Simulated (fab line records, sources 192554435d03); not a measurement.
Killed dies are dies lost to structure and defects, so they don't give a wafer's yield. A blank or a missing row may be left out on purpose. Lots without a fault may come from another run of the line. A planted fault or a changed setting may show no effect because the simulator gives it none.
Chamber matching | flow n5_finfet | N5_DUMMY_GATE_STRIP_48 on rie_diel-02: 4 sister chambers
The step strips in N2/H2, time 20 s. 18 wafers are shown with their chamber, then 9 later ones without.

WAFERS WITH THEIR CHAMBER
wafer  | chamber | showerhead_plenum_p_Torr (Torr) | drypump_motor_current_A (A) | throttle_valve_pct (%)
L074.1 | 0       | 3.36                            | 5.1                         | 12.03
L074.2 | 3       | 3.55                            | 5.5                         | 12.35
L074.4 | 1       | 3.25                            | 6.0                         | 11.87
L075.3 | 2       | 3.35                            | 5.9                         | 12.24
L075.4 | 0       | 3.36                            | 5.0                         | 12.03
L075.6 | 1       | 3.24                            | 6.0                         | 11.86
L076.1 | 3       | 3.55                            | 5.5                         | 12.32
L076.2 | 0       | 3.36                            | 5.1                         | 12.02
L076.4 | 1       | 3.24                            | 6.0                         | 11.87
L077.1 | 3       | 3.55                            | 5.5                         | 12.36
L077.2 | 1       | 3.24                            | 6.1                         | 11.88
L077.5 | 3       | 3.55                            | 5.5                         | 12.33
L078.2 | 2       | 3.35                            | 5.9                         | 12.24
L078.3 | 3       | 3.55                            | 5.5                         | 12.35
L078.5 | 2       | 3.35                            | 5.9                         | 12.25
L081.2 | 0       | 3.36                            | 5.1                         | 12.06
L081.3 | 2       | 3.35                            | 5.9                         | 12.26
L081.6 | 0       | 3.36                            | 5.1                         | 12.04

SIGNATURES (means of the wafers above)
reading                  | chamber 0 | chamber 1 | chamber 2 | chamber 3 | scatter within a chamber
showerhead_plenum_p_Torr | 3.3600    | 3.2425    | 3.3500    | 3.5500    | 0.00231
drypump_motor_current_A  | 5.080     | 6.025     | 5.900     | 5.500     | 0.0333
throttle_valve_pct       | 12.0360   | 11.8700   | 12.2475   | 12.3420   | 0.0133
Rule: a wafer's distance from a chamber is the root of the sum, over the readings, of the square of ((its reading less the chamber's mean) divided by the reading's scatter). The wafer belongs to the nearest chamber; if the next one is less than 2 further off, it can't be placed. The scatter: the root of (the sum of the squares of (reading less its chamber's mean) over the shown wafers, divided by (wafers less chambers)).

WAFERS WITHOUT THEIR CHAMBER
wafer  | showerhead_plenum_p_Torr (Torr) | drypump_motor_current_A (A) | throttle_valve_pct (%)
L084.2 | 3.35                            | 5.9                         | 12.27
L084.4 | 3.54                            | 5.5                         | 12.37
L084.5 | 3.24                            | 6.0                         | 11.90
L091.2 | 3.34                            | 5.0                         | 12.07
L091.3 | 3.23                            | 6.1                         | 11.93
L091.5 | 3.23                            | 6.1                         | 11.94
L095.1 | 3.34                            | 5.1                         | 12.12
L095.3 | 3.53                            | 5.5                         | 12.43
L095.5 | 3.33                            | 5.9                         | 12.33

WHICH CHAMBER EACH WENT THROUGH
wafer  | from the rows above | in truth
L084.2 | 2                   | 2
L084.4 | 3                   | 3
L084.5 | 1                   | 1
L091.2 | 0                   | 0
L091.3 | 1                   | 1
L091.5 | 1                   | 1
L095.1 | 0                   | 0
L095.3 | 3                   | 3
L095.5 | 2                   | 2
Placed correctly: 9 of 9. Can't be placed from these rows: 0. Placed wrongly: 0.
